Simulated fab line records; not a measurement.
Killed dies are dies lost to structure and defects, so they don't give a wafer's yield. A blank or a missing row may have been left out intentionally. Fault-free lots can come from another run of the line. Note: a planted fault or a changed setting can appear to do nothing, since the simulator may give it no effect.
Which tool did it? | flow n5Finfet | 21 lots, 63 wafers sampled, at 3 steps of a route of 1938

== WHAT THE GAUGES READ, wafer by wafer ==
N5_DUMMY_GATE_CD_MEAS_50: target cd 14 nm.
lot  | measured    | on       | cdNm (nm)
L074 | day 2 22:10 | cdSem-01 | 14.36 13.87 14.32
L075 | day 3 06:39 | cdSem-03 | 14.31 13.99 13.86
L077 | day 3 19:50 | cdSem-02 | 14.24 14.27 13.70
L078 | day 4 03:08 | cdSem-03 | 13.94 14.39 14.55
L079 | day 4 04:17 | cdSem-01 | 13.77 13.66 14.28
L080 | day 4 11:25 | cdSem-02 | 13.76 14.06 14.03
L081 | day 4 19:26 | cdSem-01 | 13.82 13.94 13.77
L082 | day 5 00:35 | cdSem-03 | 14.31 14.43 13.85
L083 | day 5 03:54 | cdSem-02 | 14.13 13.93 13.84
L084 | day 5 12:04 | cdSem-01 | 14.09 14.48 14.26
L085 | day 5 20:01 | cdSem-01 | 14.21 14.09 14.07
L086 | day 6 02:46 | cdSem-03 | 14.38 14.18 14.30
L087 | day 6 05:59 | cdSem-01 | 14.28 14.30 13.87
L089 | day 6 15:44 | cdSem-03 | 13.84 13.74 13.58
L090 | day 7 02:49 | cdSem-03 | 14.03 14.17 13.95
L091 | day 7 05:43 | cdSem-03 | 14.44 14.48 13.95
L092 | day 7 13:07 | cdSem-01 | 14.43 14.12 14.02
L093 | day 7 22:31 | cdSem-02 | 13.78 13.94 13.88
L094 | day 7 23:52 | cdSem-03 | 14.10 14.56 14.35
L095 | day 8 07:37 | cdSem-03 | 13.94 13.93 13.92
L097 | day 8 19:43 | cdSem-03 | 14.34 13.88 14.42

N5_SD_EPI_N_CD_MEAS_09: target cd 120 nm.
lot  | measured    | on       | cdNm (nm)
L074 | day 3 01:00 | cdSem-01 | 118.9 118.6 118.7
L075 | day 3 09:00 | cdSem-02 | 119.3 119.6 119.7
L077 | day 3 21:37 | cdSem-03 | 119.9 120.0 120.5
L078 | day 4 05:50 | cdSem-02 | 120.0 120.3 119.4
L079 | day 4 06:38 | cdSem-02 | 120.1 119.4 119.2
L080 | day 4 13:11 | cdSem-01 | 119.9 120.3 119.7
L081 | day 4 22:08 | cdSem-01 | 120.0 120.2 119.6
L082 | day 5 04:22 | cdSem-03 | 119.9 120.1 120.4
L083 | day 5 06:13 | cdSem-02 | 119.6 119.8 119.9
L084 | day 5 13:50 | cdSem-01 | 120.0 119.2 120.0
L085 | day 5 21:40 | cdSem-03 | 118.4 119.2 118.9
L086 | day 6 06:11 | cdSem-02 | 120.4 120.0 119.9
L087 | day 6 07:46 | cdSem-01 | 119.8 120.0 120.0
L089 | day 6 17:36 | cdSem-01 | 119.3 119.8 120.0
L090 | day 7 04:29 | cdSem-03 | 119.3 119.2 119.6
L091 | day 7 07:30 | cdSem-02 | 120.8 120.0 121.0
L092 | day 7 14:54 | cdSem-03 | 119.7 119.7 119.5
L093 | day 8 00:10 | cdSem-01 | 119.1 119.6 119.2
L094 | day 8 01:49 | cdSem-02 | 120.0 121.0 120.0
L095 | day 8 09:52 | cdSem-01 | 119.2 119.1 119.3
L097 | day 8 22:25 | cdSem-01 | 119.7 119.0 119.0

== EACH LOT AND THE TOOL THAT RAN IT (in order: tool; ch and the chambers of the sampled wafers; start) ==
lot  | N5_DUMMY_GATE_HM_OPEN_21
L074 | rieDiel-01 ch 1,3, day 2 22:18
L075 | rieDiel-02 ch 0,1,3, day 3 06:57
L077 | rieDiel-02 ch 1,2,3, day 3 19:58
L078 | rieDiel-02 ch 0,2, day 4 03:19
L079 | rieDiel-01 ch 1,3, day 4 04:25
L080 | rieDiel-04 ch 0,1,3, day 4 11:32
L081 | rieDiel-04 ch 0,1, day 4 19:35
L082 | rieDiel-04 ch 1,2,3, day 5 00:56
L083 | rieDiel-04 ch 0,2,3, day 5 04:05
L084 | rieDiel-01 ch 1,2, day 5 12:12
L085 | rieDiel-01 ch 0,1,3, day 5 20:09
L086 | rieDiel-01 ch 0,2,3, day 6 03:06
L087 | rieDiel-02 ch 2,3, day 6 06:07
L089 | rieDiel-01 ch 0,1,2, day 6 15:52
L090 | rieDiel-01 ch 2,3, day 7 02:57
L091 | rieDiel-01 ch 1,2,3, day 7 05:50
L092 | rieDiel-04 ch 1,2,3, day 7 13:18
L093 | rieDiel-04 ch 2,3, day 7 22:39
L094 | rieDiel-01 ch 2,3, day 8 00:10
L095 | rieDiel-04 ch 0,1, day 8 07:50
L097 | rieDiel-04 ch 0,1, day 8 19:51
- N5_DUMMY_GATE_HM_OPEN_21: chemistry CH3F/O2, target SiNx, target depth 120 nm, time 171.4 s.

== AS READ BY THE TOOLS THEMSELVES (means over the sampled wafers that have a number; for cases with no such wafer, the mark the record gives instead) ==
N5_DUMMY_GATE_HM_OPEN_21.
lot  | tool       | CH3F_flow_sccm (sccm) | drypumpMotorCurrentA (A) | oesProductAu (a.u.) | rfVppV (V) | showerheadPlenumPTorr (Torr) | throttleValvePct (%)
L074 | rieDiel-01 | 30.00                 | 5.6                      | 0.73                | 300.8      | 2.01                         | 16.70
L075 | rieDiel-02 | 29.94                 | 5.8                      | 0.72                | 297.6      | 2.04                         | 16.56
L077 | rieDiel-02 | 30.00                 | 5.9                      | 0.73                | 297.2      | 1.98                         | 16.50
L078 | rieDiel-02 | 30.00                 | 5.9                      | 0.77                | 297.8      | 2.00                         | 16.44
L079 | rieDiel-01 | 29.99                 | 5.6                      | 0.72                | 299.2      | 2.01                         | 16.73
L080 | rieDiel-04 | 30.05                 | 5.1                      | 0.77                | 298.3      | 1.99                         | 16.45
L081 | rieDiel-04 | 29.86                 | 5.1                      | 0.80                | 298.9      | 2.05                         | 16.45
L082 | rieDiel-04 | 29.93                 | 5.3                      | 0.78                | 297.9      | 2.00                         | 16.45
L083 | rieDiel-04 | 30.00                 | 5.2                      | 0.73                | 299.5      | 2.04                         | 16.42
L084 | rieDiel-01 | 30.00                 | 5.5                      | 0.86                | 298.3      | 2.00                         | 16.28
L085 | rieDiel-01 | 29.90                 | 5.7                      | 0.76                | 298.7      | 2.02                         | 16.47
L086 | rieDiel-01 | 30.06                 | 5.5                      | 0.81                | 298.8      | 2.01                         | 16.19
L087 | rieDiel-02 | 30.04                 | 6.0                      | 0.75                | 298.1      | 1.99                         | 16.45
L089 | rieDiel-01 | 30.02                 | 5.7                      | 0.83                | 297.7      | 2.02                         | 16.30
L090 | rieDiel-01 | 30.07                 | 5.3                      | 0.82                | 300.8      | 1.99                         | 16.20
L091 | rieDiel-01 | 29.99                 | 5.5                      | 0.76                | 299.1      | 1.99                         | 16.48
L092 | rieDiel-04 | 29.97                 | 5.3                      | 0.78                | 297.1      | 1.99                         | 16.47
L093 | rieDiel-04 | 29.87                 | 5.3                      | 0.71                | 297.8      | 1.97                         | 16.46
L094 | rieDiel-01 | 29.93                 | 5.3                      | 0.81                | 300.5      | 1.98                         | 16.22
L095 | rieDiel-04 | 30.08                 | 5.0                      | 0.78                | 299.0      | 2.04                         | 16.50
L097 | rieDiel-04 | 30.05                 | 5.1                      | 0.77                | 298.2      | 2.04                         | 16.50

== THE ANSWER, worked out from the rows above alone ==
Rule: the lots themselves supply what counts as usual. Put in order of their means at a reading, lots are off if they are a third of the lots or fewer, leave a main group of 4 or more, and stand apart from it by a gap of 3 or more times the standard deviation of the main group's means; of several such gaps the widest counts. A main group is skipped when, at the precision printed for the reading in the tables above, its means are all equal. Also off: a lot with no number at a reading for which 4 or more lots have one. The other lots that the step has rows for count as sound. Order of review: gauges by route order, followed by the tools' own readings, for which a lot's mean as printed above is used. The first step at which some lot is off is used, and at that step the reading that is off furthest; a lot without a number counts as furthest.
No lot is off on any of the readings shown, so nothing can be concluded from this.

== WHAT THE SIMULATOR HAD PUT IN ==
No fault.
